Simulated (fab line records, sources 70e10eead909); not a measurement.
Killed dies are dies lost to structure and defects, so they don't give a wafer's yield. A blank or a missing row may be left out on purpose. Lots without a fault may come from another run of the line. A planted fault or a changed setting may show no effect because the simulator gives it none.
Which tool did it? | flow nand_harc | 12 lots, 36 wafers sampled, at 5 steps of a route of 1302

WHAT THE GAUGES READ, wafer by wafer
NHARC_END_SORT_01. Usual: killed_at_array 55, standard deviation 17; killed_at_other 0.9, standard deviation 1.2; killed_at_periphery 3.7, standard deviation 2.5; killed_dies 59, standard deviation 18; killed_open 3.4, standard deviation 1.9; killed_short 2.6, standard deviation 1.6.
lot  | measured     | on        | killed_at_array | killed_at_other | killed_at_periphery | killed_dies | killed_open | killed_short | flag
L584 | day 24 10:16 | prober-01 | 64 55 52        | 1 0 2           | 6 3 1               | 71 58 55    | 7 5 3       | 4 1 5        |
L586 | day 24 20:43 | prober-01 | 38 44 35        | 2 1 0           | 8 8 4               | 48 53 39    | 6 1 3       | 4 1 3        |
L587 | day 27 07:40 | prober-01 | 61 57 56        | 2 4 4           | 6 6 3               | 69 67 63    | 4 3 0       | 0 0 2        |
L593 | day 28 18:16 | prober-01 | 71 73 213       | 5 3 3           | 4 7 6               | 80 83 222   | 3 1 3       | 5 1 3        | OFF
L596 | day 29 06:59 | prober-02 | 63 181 179      | 0 0 1           | 0 4 6               | 63 185 186  | 2 0 4       | 3 1 0        | OFF
L599 | day 30 09:46 | prober-02 | 64 42 50        | 0 0 2           | 7 5 13              | 71 47 65    | 5 2 4       | 1 2 2        |
L600 | day 31 19:11 | prober-01 | 60 38 50        | 2 0 1           | 7 5 8               | 69 43 59    | 7 6 4       | 1 2 4        |
L603 | day 32 01:34 | prober-02 | 89 72 82        | 1 0 0           | 5 1 5               | 95 73 87    | 5 0 5       | 8 4 6        |
L604 | day 32 08:37 | prober-01 | 60 28 32        | 0 1 0           | 6 5 2               | 66 34 34    | 4 1 2       | 1 2 1        |
L605 | day 33 10:50 | prober-02 | 31 40 35        | 2 2 4           | 5 1 2               | 38 43 41    | 5 4 4       | 2 0 3        |
L606 | day 33 13:16 | prober-01 | 66 70 69        | 1 1 0           | 3 3 5               | 70 74 74    | 4 3 4       | 3 2 5        |
L607 | day 34 06:31 | prober-01 | 30 34 47        | 0 1 0           | 2 1 1               | 32 36 48    | 3 3 2       | 3 3 4        |

WHICH TOOL RAN EACH LOT (tool, then ch and the chambers of the sampled wafers, then the start)
lot  | NHARC_A_CONTACT_ETCH_113             | NHARC_A_CONTACT_ETCH_117             | NHARC_A_CONTACT_ETCH_121             | NHARC_A_CONTACT_ETCH_102
L584 | har_cap_etch-01 ch 0,1, day 21 01:07 | har_cap_etch-01 ch 0,1, day 21 01:47 | har_cap_etch-01 ch 0,1, day 21 02:29 | rie_diel-13 ch 0,3, day 21 04:19
L586 | har_cap_etch-03 ch 0,1, day 21 23:50 | har_cap_etch-03 ch 0,1, day 22 00:32 | har_cap_etch-03 ch 0,1, day 22 01:13 | rie_diel-06 ch 0,1,2, day 22 03:03
L587 | har_cap_etch-01 ch 0,1, day 23 00:34 | har_cap_etch-01 ch 0,1, day 23 01:16 | har_cap_etch-01 ch 0,1, day 23 01:56 | rie_diel-06 ch 1,2,3, day 23 03:46
L593 | har_cap_etch-01 ch 1, day 25 12:20   | har_cap_etch-01 ch 1, day 25 13:01   | har_cap_etch-01 ch 1, day 25 13:42   | rie_diel-06 ch 0,1,3, day 25 16:54
L596 | har_cap_etch-01 ch 0,1, day 26 08:45 | har_cap_etch-01 ch 0,1, day 26 09:26 | har_cap_etch-01 ch 0,1, day 26 10:06 | rie_diel-06 ch 0,3, day 26 11:56
L599 | har_cap_etch-03 ch 0,1, day 27 16:28 | har_cap_etch-03 ch 0,1, day 27 17:09 | har_cap_etch-03 ch 0,1, day 27 17:50 | rie_diel-13 ch 2,3, day 27 19:47
L600 | har_cap_etch-03 ch 0,1, day 28 05:36 | har_cap_etch-03 ch 0,1, day 28 06:17 | har_cap_etch-03 ch 0,1, day 28 07:08 | rie_diel-13 ch 0,2,3, day 28 09:14
L603 | har_cap_etch-02 ch 0,1, day 29 06:10 | har_cap_etch-02 ch 0,1, day 29 06:51 | har_cap_etch-02 ch 0,1, day 29 07:32 | rie_diel-13 ch 0,2,3, day 29 09:17
L604 | har_cap_etch-01 ch 0,1, day 29 15:29 | har_cap_etch-01 ch 0,1, day 29 16:10 | har_cap_etch-01 ch 0,1, day 29 16:50 | rie_diel-06 ch 0,1,2, day 29 18:43
L605 | har_cap_etch-03 ch 1, day 30 12:04   | har_cap_etch-03 ch 1, day 30 12:46   | har_cap_etch-03 ch 1, day 30 13:26   | rie_diel-13 ch 0,1,2, day 30 15:14
L606 | har_cap_etch-01 ch 0,1, day 30 13:37 | har_cap_etch-01 ch 0,1, day 30 14:18 | har_cap_etch-01 ch 0,1, day 30 14:59 | rie_diel-06 ch 0,1,2, day 30 16:46
L607 | har_cap_etch-03 ch 0,1, day 31 08:44 | har_cap_etch-03 ch 0,1, day 31 09:26 | har_cap_etch-03 ch 0,1, day 31 10:07 | rie_diel-13 ch 0,1,3, day 31 11:55
- NHARC_A_CONTACT_ETCH_113: etches the open film in C4F8/O2/Ar, time 190 s, target depth 1850 nm.
- NHARC_A_CONTACT_ETCH_117: etches the open film in C4F8/O2/Ar, time 190 s, target depth 1850 nm.
- NHARC_A_CONTACT_ETCH_121: etches the open film in C4F8/O2/Ar, time 190 s, target depth 1850 nm.
- NHARC_A_CONTACT_ETCH_102: etches the open film in CF4/O2, target depth 100 nm, overetch 10 nm, time 55 s.

WHAT THE TOOLS THEMSELVES READ (means of the sampled wafers that have a number; where no wafer has one, the mark that the record gives instead)
NHARC_A_CONTACT_ETCH_102. Usual: drypump_motor_current_A 5.8 A, standard deviation 0.52; oes_o_777_au 1.000 a.u., standard deviation 0.0044; oes_product_au 0.998 a.u., standard deviation 0.014; rf_vpp_V 197.4 V, standard deviation 1.1; run_length_s 76.1 s, standard deviation 0.42; showerhead_plenum_p_Torr 1.32 Torr, standard deviation 0.041; throttle_valve_pct 13.396 %, standard deviation 0.0095.
lot  | tool        | drypump_motor_current_A (A) | oes_o_777_au (a.u.) | oes_product_au (a.u.) | rf_vpp_V (V) | run_length_s (s) | showerhead_plenum_p_Torr (Torr) | throttle_valve_pct (%) | flag
L584 | rie_diel-13 | 5.6                         | 1.002               | 0.998                 | 198.5        | 75.7             | 1.33                            | 13.397                 |
L586 | rie_diel-06 | 5.6                         | 1.000               | 0.999                 | 198.3        | 76.6             | 1.33                            | 13.391                 |
L587 | rie_diel-06 | 6.1                         | 1.004               | 0.999                 | 198.8        | 76.3             | 1.34                            | 13.386                 |
L593 | rie_diel-06 | 5.9                         | 1.002               | 0.993                 | 198.3        | 74.6             | 1.36                            | 13.394                 | OFF
L596 | rie_diel-06 | 5.5                         | 1.002               | 0.999                 | 197.3        | 73.4             | 1.33                            | 13.395                 | OFF
L599 | rie_diel-13 | 6.0                         | 1.000               | 0.982                 | 197.2        | 76.2             | 1.29                            | 13.399                 |
L600 | rie_diel-13 | 5.8                         | 1.002               | 0.978                 | 196.6        | 75.8             | 1.30                            | 13.403                 |
L603 | rie_diel-13 | 5.9                         | 0.999               | 0.978                 | 197.2        | 76.0             | 1.30                            | 13.397                 |
L604 | rie_diel-06 | 5.6                         | 1.002               | 1.002                 | 197.1        | 76.6             | 1.32                            | 13.392                 |
L605 | rie_diel-13 | 5.7                         | 0.998               | 1.013                 | 196.6        | 75.7             | 1.30                            | 13.392                 |
L606 | rie_diel-06 | 5.6                         | 1.004               | 1.006                 | 197.8        | 76.5             | 1.32                            | 13.400                 |
L607 | rie_diel-13 | 5.8                         | 1.002               | 1.015                 | 197.5        | 75.9             | 1.30                            | 13.390                 |

THE ANSWER, worked out from the rows above alone
Rule: a lot is off if the mean of its wafers that have a number lies more than 3 standard deviations from the usual mean. A lot without any number at a reading at which 4 lots or more have one is off too. The other lots that the step has rows for count as sound. The gauges are gone through in route order, then the tools' own readings, and for those a lot's mean is taken as printed above. The first step at which some lot is off is used, and at that step the reading that is off furthest; a lot without a number counts as furthest.
Off: L593, L596, at NHARC_END_SORT_01 (killed_at_array).
A tool fits if, at a process step before that reading, it ran every lot that is off, and no sound lot after the first of them. The gauges at NHARC_END_SORT_01 aren't tried: what is off there is off at NHARC_A_CONTACT_ETCH_102 too, on other tools, and a gauge's error can't cause that. None of those tried fits.

WHAT THE SIMULATOR HAD PUT IN
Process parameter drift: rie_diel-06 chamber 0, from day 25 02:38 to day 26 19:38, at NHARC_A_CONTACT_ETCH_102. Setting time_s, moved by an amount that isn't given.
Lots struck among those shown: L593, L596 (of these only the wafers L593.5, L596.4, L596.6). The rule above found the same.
